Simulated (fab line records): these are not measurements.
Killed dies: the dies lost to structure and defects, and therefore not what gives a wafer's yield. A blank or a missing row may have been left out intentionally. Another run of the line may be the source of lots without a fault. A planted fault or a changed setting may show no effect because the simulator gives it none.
fab line records	flow nandHarc
[record] lots = 13	wafers = 39	lastDay = 33
route steps=1302 shown A_M1@1190 A_BONDPAD@1222 END@1302
lots untouched by any fault: they come from a run of this same line in which no faults occurred
startH: hours from the record's first day to the start of the lot's first wafer shown	waitH: hours since the lot's step before	" same as the row above	L1.1+2: one row covering several wafers at once	- either no value or no given start	* or withheld: withheld	< > ~ a bound
route shown NAME@n: a module of which the file shows steps, and the number in the route of the first	usual: average and standard deviation across the fault-free wafers	same: alike in all rows	chamber/n: place in a boat	sites: each site's reading	_std_site: the standard deviation of these	_edge_site: the outer-site mean with the inner-site mean subtracted	radiusMm: how far each site lies from the wafer's centre	mask NAME#n: copy n	behind: the most recent tool/chamber to have shaped the wafer	hold: why the lot went on hold/how many hours it stayed there/how the hold came to an end	device: whichever transistor did not switch (one of n, p or np)	end of line: the same wafers' tests at the end of the route	where a step has no rows: the recipe by itself	killed: dies that structure and defects cost at the first sort, which is not the same as the wafer's yield	map: dies across one wafer; x = killed, . = not, _ = none there
set.NAME: the setting that was run; set.NAME@STEP: the one run at that earlier step	model.NAME: the simulator's own value behind a step, which no gauge read
a sample of lots followed through the steps of the route, with each step as a table and each wafer as a row
services: a tool's chamber out of use, with start hour (startH, from the record's first day; less than 0 if before it), hours out, and reason
[[steps]]
[step NHARC_A_M1_PRE_CLEAN_30]
[recipe] timeS = 30	tempC = 280	gas = H2/He
[usual] heaterPowerW = 431/41
lot.wafer	tool	chamber	startH	waitH	heaterPowerW
L765.2	pvdSputter-03	-	-	-	421
L765.5	"	-	"	"	357
L765.6	"	-	"	"	439
L766.1	pvdSputter-03	-	-	-	346
L766.2	"	-	"	"	353
L766.5	"	-	"	"	356
L772.1	pvdSputter-03	-	-	-	347
L772.3	"	-	"	"	355
L772.5	"	-	"	"	437
L775.3	pvdSputter-03	-	-	-	348
L775.6	"	-	"	"	442
L775.5	"	-	"	"	358
L777.3	pvdSputter-01	-	-	-	441
L777.1	"	-	"	"	479
L777.6	"	-	"	"	475
L780.3	pvdSputter-03	-	-	-	349
L780.2	"	-	"	"	446
L780.4	"	-	"	"	360
L782.2	pvdSputter-02	-	-	-	443
L782.5	"	-	"	"	442
L782.6	"	-	"	"	482
L783.1	pvdSputter-01	-	-	-	440
L783.4	"	-	"	"	472
L783.5	"	-	"	"	449
L784.1	pvdSputter-03	-	-	-	372
L784.5	"	-	"	"	380
L784.6	"	-	"	"	408
L785.2	pvdSputter-02	-	-	-	458
L785.3	"	-	"	"	440
L785.5	"	-	"	"	438
L786.3	pvdSputter-01	-	-	-	466
L786.4	"	-	"	"	444
L786.5	"	-	"	"	471
L787.3	pvdSputter-02	-	-	-	440
L787.1	"	-	"	"	485
L787.5	"	-	"	"	448
L788.2	pvdSputter-01	-	-	-	444
L788.4	"	-	"	"	468
L788.6	"	-	"	"	448
[step NHARC_A_M1_THK_MEAS_24]
[recipe] thkMeasGauge = xrf
[usual] thkNm = 154.4/1.7
lot.wafer	tool	chamber	startH	waitH	thkNm
L765.2	filmMetro-01	-	522.54	-	152.2
L765.5	"	-	"	"	150.9
L765.6	"	-	"	"	155.7
L766.1	filmMetro-01	-	550.49	-	156.5
L766.2	"	-	"	"	153.4
L766.5	"	-	"	"	154.0
L772.1	filmMetro-01	-	607.81	-	155.2
L772.3	"	-	"	"	154.2
L772.5	"	-	"	"	150.9
L775.3	filmMetro-02	-	620.45	-	154.0
L775.5	"	-	"	"	153.9
L775.6	"	-	"	"	154.8
L777.1	filmMetro-02	-	644.07	-	154.8
L777.3	"	-	"	"	154.4
L777.6	"	-	"	"	155.4
L780.2	filmMetro-02	-	664.59	-	154.7
L780.3	"	-	"	"	154.0
L780.4	"	-	"	"	155.5
L782.2	filmMetro-01	-	694.10	-	152.7
L782.5	"	-	"	"	152.9
L782.6	"	-	"	"	155.0
L783.1	filmMetro-02	-	709.67	-	153.0
L783.4	"	-	"	"	153.7
L783.5	"	-	"	"	156.5
L784.1	filmMetro-01	-	729.35	-	152.0
L784.5	"	-	"	"	150.6
L784.6	"	-	"	"	153.4
L785.2	filmMetro-01	-	734.50	-	153.1
L785.3	"	-	"	"	156.8
L785.5	"	-	"	"	151.9
L786.3	filmMetro-02	-	735.66	-	153.1
L786.4	"	-	"	"	155.4
L786.5	"	-	"	"	154.4
L787.1	filmMetro-02	-	741.17	-	153.1
L787.3	"	-	"	"	158.1
L787.5	"	-	"	"	152.9
L788.2	filmMetro-01	-	746.83	-	153.3
L788.4	"	-	"	"	156.5
L788.6	"	-	"	"	154.3
[step NHARC_A_BONDPAD_STRIP_15]
[recipe] o2FlowSccm = 500	arFlowSccm = 0	biasW = 0	chemistry = O2
[usual] chamberPressureMTorr = 60.00/0.063	drypumpMotorCurrentA = 5.9/0.39	oesProductAu = 0.999/0.0078	rfVppV = 57.7/0.93	showerheadPlenumPTorr = 3.48/0.1	throttleValvePct = 17.037/0.0095
lot.wafer	tool	chamber	startH	waitH	chamberPressureMTorr	drypumpMotorCurrentA	oesProductAu	rfHoursCounterH	rfVppV	showerheadPlenumPTorr	throttleValvePct
L765.2	rieDiel-11	2	525.12	0.1	59.94	6.1	1.000	3	58.5	3.45	17.047
L765.6	"	1	"	"	60.06	5.9	0.997	-	57.7	3.46	17.045
L765.5	"	2	"	"	60.04	6.0	0.994	-	58.0	3.45	17.045
L766.1	rieDiel-11	0	553.04	0.1	60.07	6.3	0.998	4	57.7	3.43	17.042
L766.2	"	3	"	"	59.98	6.3	0.988	4	55.9	3.49	17.054
L766.5	"	0	"	"	60.00	6.3	0.999	-	58.8	3.42	17.027
L772.1	rieDiel-03	0	610.75	0.2	60.07	6.3	0.996	47	57.6	3.37	17.035
L772.3	"	1	"	"	60.00	6.2	0.987	50	58.3	3.78	17.029
L772.5	"	2	"	"	59.85	5.2	0.995	-	59.2	3.63	17.043
L775.3	rieDiel-11	0	623.18	0.1	51.03	6.3	0.989	0	57.8	3.42	17.028
L775.5	"	2	"	"	51.11	6.0	0.997	-	57.9	3.45	17.047
L775.6	"	3	"	"	50.98	6.3	0.982	-	57.7	3.49	17.018
L777.3	rieDiel-11	3	646.79	0.1	50.98	6.3	0.981	1	58.9	3.49	17.033
L777.1	"	0	"	"	51.06	6.3	0.995	1	57.2	3.42	17.041
L777.6	"	2	"	"	50.96	6.0	0.993	-	57.8	3.45	17.042
L780.2	rieDiel-03	3	667.72	0.1	59.94	5.4	0.991	5	59.2	3.33	17.039
L780.4	"	0	"	"	60.03	6.3	0.993	4	58.7	3.36	17.025
L780.3	"	2	"	"	60.01	5.2	0.990	6	58.7	3.62	17.033
L782.2	rieDiel-03	2	696.67	0.1	60.04	5.2	0.987	16	56.5	3.61	17.047
L782.6	"	1	"	"	59.91	6.2	0.998	-	56.9	3.76	17.035
L782.5	"	2	"	"	60.06	5.2	0.991	-	58.2	3.61	17.045
L783.4	rieDiel-11	1	712.38	0.1	60.09	5.9	1.001	3	57.2	3.45	17.038
L783.1	"	3	"	"	59.90	6.3	0.996	3	56.6	3.49	17.050
L783.5	"	0	"	"	59.92	6.2	1.002	-	58.9	3.42	17.044
L784.1	rieDiel-05	2	732.03	0.1	59.87	5.8	0.994	23	57.4	3.50	17.036
L784.5	"	0	"	"	60.03	5.5	0.997	-	58.2	3.43	17.030
L784.6	"	1	"	"	60.00	5.5	1.009	-	57.8	3.67	17.059
L785.3	rieDiel-11	3	737.24	0.1	59.98	6.3	0.993	4	57.0	3.49	17.038
L785.2	"	1	"	"	59.93	6.0	1.001	4	57.5	3.45	17.020
L785.5	"	1	"	"	60.02	6.0	1.009	-	59.6	3.45	17.038
L786.3	rieDiel-11	3	738.44	0.1	59.99	6.3	0.985	4	57.1	3.49	17.029
L786.4	"	1	"	"	60.02	5.9	0.998	-	57.1	3.45	17.048
L786.5	"	3	"	"	60.03	6.3	0.988	-	57.3	3.49	17.020
L787.1	rieDiel-05	1	743.95	0.1	60.07	5.5	1.000	24	59.1	3.67	17.035
L787.3	"	2	"	"	60.04	5.8	0.999	24	56.1	3.50	17.040
L787.5	"	0	"	"	60.06	5.5	0.993	-	57.2	3.43	17.049
L788.4	rieDiel-11	2	749.43	0.1	59.96	6.0	1.004	5	60.3	3.45	17.043
L788.2	"	0	"	"	60.07	6.3	1.007	5	57.8	3.42	17.038
L788.6	"	2	"	"	60.11	6.0	0.995	-	58.4	3.45	17.039
[step NHARC_A_BONDPAD_THK_MEAS_20]
[recipe] thkMeasGauge = xrf
[usual] thkNm = 169.9/1.6
lot.wafer	tool	chamber	startH	waitH	thkNm
L765.2	filmMetro-01	-	527.06	-	168.4
L765.5	"	-	"	"	170.2
L765.6	"	-	"	"	170.6
L766.1	filmMetro-01	-	554.99	-	167.5
L766.2	"	-	"	"	170.3
L766.5	"	-	"	"	167.8
L772.1	filmMetro-01	-	612.72	-	170.6
L772.3	"	-	"	"	170.7
L772.5	"	-	"	"	169.7
L775.3	filmMetro-01	-	625.11	-	167.3
L775.5	"	-	"	"	167.8
L775.6	"	-	"	"	170.0
L777.1	filmMetro-02	-	648.79	-	170.2
L777.3	"	-	"	"	171.3
L777.6	"	-	"	"	169.9
L780.2	filmMetro-02	-	669.67	-	170.7
L780.3	"	-	"	"	166.8
L780.4	"	-	"	"	167.3
L782.2	filmMetro-02	-	699.67	-	171.8
L782.5	"	-	"	"	168.8
L782.6	"	-	"	"	170.0
L783.1	filmMetro-01	-	714.32	-	169.1
L783.4	"	-	"	"	173.8
L783.5	"	-	"	"	170.5
L784.1	filmMetro-02	-	733.97	-	170.7
L784.5	"	-	"	"	171.4
L784.6	"	-	"	"	168.4
L785.2	filmMetro-02	-	739.25	-	170.8
L785.3	"	-	"	"	170.2
L785.5	"	-	"	"	168.5
L786.3	filmMetro-01	-	740.44	-	169.4
L786.4	"	-	"	"	170.4
L786.5	"	-	"	"	169.7
L787.1	filmMetro-02	-	746.13	-	171.8
L787.3	"	-	"	"	174.1
L787.5	"	-	"	"	169.6
L788.2	filmMetro-02	-	751.41	-	171.3
L788.4	"	-	"	"	169.2
L788.6	"	-	"	"	172.5
[step NHARC_END_SORT_01]
[recipe] tempC = 25
[usual] defectLimitedYield = 91/3	killedAtArray = 59/20	killedAtOther = 0.8/1	killedAtPeriphery = 3.2/2.1	killedDies = 63/21	killedOpen = 3.0/1.9	killedShort = 2.3/1.5
[same] grossDies = 677
lot.wafer	tool	chamber	startH	waitH	defectLimitedYield[%]	killedAtArray	killedAtOther	killedAtPeriphery	killedDies	killedOpen	killedShort
L777.1	prober-01	0	678.09	2.5	84	103	1	1	105	1	1
L777.3	prober-01	0	679.69	3.1	86	93	0	0	93	2	1
L777.6	prober-01	0	682.08	4.0	87	85	0	3	88	5	2
// killed by level:class
L777.1 A_CHANNEL_HOLE_D1:chamberFilmFlake=28 A_SLIT:chamberFilmFlake=28 A_CHANNEL_HOLE_D2:chamberFilmFlake=18 A_STAIRCASE:chamberFilmFlake=12 A_CONTACT:chamberFilmFlake=7 A_SGD_CUT:chamberFilmFlake=4 A_M1:chamberFilmFlake=3 A_ZERO_WELL:chamberFilmFlake=2
L777.3 A_CHANNEL_HOLE_D1:chamberFilmFlake=29 A_SLIT:chamberFilmFlake=25 A_CHANNEL_HOLE_D2:chamberFilmFlake=14 A_STAIRCASE:chamberFilmFlake=7 A_CONTACT:chamberFilmFlake=6 A_SGD_CUT:chamberFilmFlake=3 A_M1:chamberFilmFlake=3 A_CHANNEL_FILL_D2:chamberFilmFlake=2
L777.6 A_CHANNEL_HOLE_D1:chamberFilmFlake=30 A_SLIT:chamberFilmFlake=24 A_CHANNEL_HOLE_D2:chamberFilmFlake=6 A_STAIRCASE:chamberFilmFlake=6 A_CONTACT:chamberFilmFlake=5 A_DECK1_JOINT:geometricParticle:open=3 A_CHANNEL_FILL_D2:chamberFilmFlake=3 A_SGD_CUT:chamberFilmFlake=3
[[services]]
tool	chamber	startH	hours	kind
rieDiel-11	0	515.01	-	clean
rieDiel-11	1	515.01	-	clean
rieDiel-11	2	515.01	-	clean
pvdSputter-03	-	526.00	10.0	pm
pvdSputter-01	-	544.95	6.3	repair
pvdSputter-03	-	563.29	2.8	repair
rieDiel-11	2	564.97	2.7	repair
rieDiel-05	1	573.90	24.5	repair
pvdSputter-01	-	595.15	10.0	pm
rieDiel-05	-	606.25	9.0	pm
rieDiel-11	-	609.50	9.0	pm
pvdSputter-01	-	611.79	6.4	repair
rieDiel-03	0	613.32	12.3	repair
rieDiel-03	-	638.93	9.0	pm
pvdSputter-02	-	641.98	10.0	pm
rieDiel-05	-	659.51	10.5	repair
rieDiel-03	-	677.90	0.5	repair
rieDiel-11	3	678.79	3.0	repair
rieDiel-05	0	685.51	4.9	repair
rieDiel-05	2	687.88	1.9	repair
pvdSputter-03	-	704.00	10.0	pm
pvdSputter-02	-	714.70	1.2	repair
pvdSputter-03	-	733.59	2.1	repair
rieDiel-11	0	735.68	9.8	repair
[[key]]
[firstSign] step = NHARC_A_BONDPAD_STRIP_15	reading = chamberPressureMTorr	direction = down	sigmas = 99+	usual = 60.00	struck = 51.02
effect none on later readings
metAt NHARC_A_BONDPAD_STRIP_15
struckLots L775,L777
notActingAt NHARC_A_M1_PRE_CLEAN_30,NHARC_A_M1_THK_MEAS_24,NHARC_A_BONDPAD_THK_MEAS_20
onsetBetween 553.04 623.18
[fault] kind = processParameterDrift	tool = rieDiel-11	chamber = -	onsetH = 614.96	steps = NHARC_A_BONDPAD_STRIP_15	channel = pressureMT	offset = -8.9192	shape = step	endH = 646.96	actsIn = theseRecipesOnly	stated = 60
